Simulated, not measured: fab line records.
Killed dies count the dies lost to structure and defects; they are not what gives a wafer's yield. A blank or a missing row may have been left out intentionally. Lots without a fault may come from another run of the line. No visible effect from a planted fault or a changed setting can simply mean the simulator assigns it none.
Matching of chambers / flow n5_finfet / N5_BEOL_M10_ETCH_66 on rie_diel-06 has 4 sister chambers
The step etches SOC in N2/H2, target depth 120 nm, overetch 24 nm, time 180 s. 4 wafers are shown with their chamber, then 7 later ones without.

WAFERS, EACH WITH ITS CHAMBER
wafer=L084.5; chamber=2; drypump_motor_current_A (A)=5.8
wafer=L090.4; chamber=3; drypump_motor_current_A (A)=5.7
wafer=L091.2; chamber=0; drypump_motor_current_A (A)=4.8
wafer=L091.5; chamber=1; drypump_motor_current_A (A)=6.3

WAFERS WHOSE CHAMBER IS MISSING
wafer=L091.6; drypump_motor_current_A (A)=4.8
wafer=L092.1; drypump_motor_current_A (A)=5.8
wafer=L092.2; drypump_motor_current_A (A)=5.7
wafer=L092.4; drypump_motor_current_A (A)=5.8
wafer=L096.1; drypump_motor_current_A (A)=5.8
wafer=L096.4; drypump_motor_current_A (A)=5.7
wafer=L096.5; drypump_motor_current_A (A)=6.2

THE CHAMBER EACH PASSED THROUGH
wafer=L091.6; from the rows above=0; in truth=0
wafer=L092.1; from the rows above=2; in truth=2
wafer=L092.2; from the rows above=3; in truth=3
wafer=L092.4; from the rows above=2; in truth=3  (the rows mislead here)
wafer=L096.1; from the rows above=2; in truth=2
wafer=L096.4; from the rows above=3; in truth=3
wafer=L096.5; from the rows above=1; in truth=1
Correctly placed: 6 of 7. From these rows, 0 cannot be placed. Placed wrongly: 1.
How it was worked out, from the rows above alone: a wafer's distance from a chamber is the root of the sum, over the readings, of the square of ((its reading less the chamber's mean) divided by the reading's scatter). If the next closest chamber is less than 2 further off than the closest, the wafer can't be placed; otherwise it belongs to the closest. For every chamber, the mean is computed from those of its wafers that are shown. The scatter: with one shown wafer a chamber, the root of the mean of the squares of how far each hidden wafer lies from its nearest shown one.
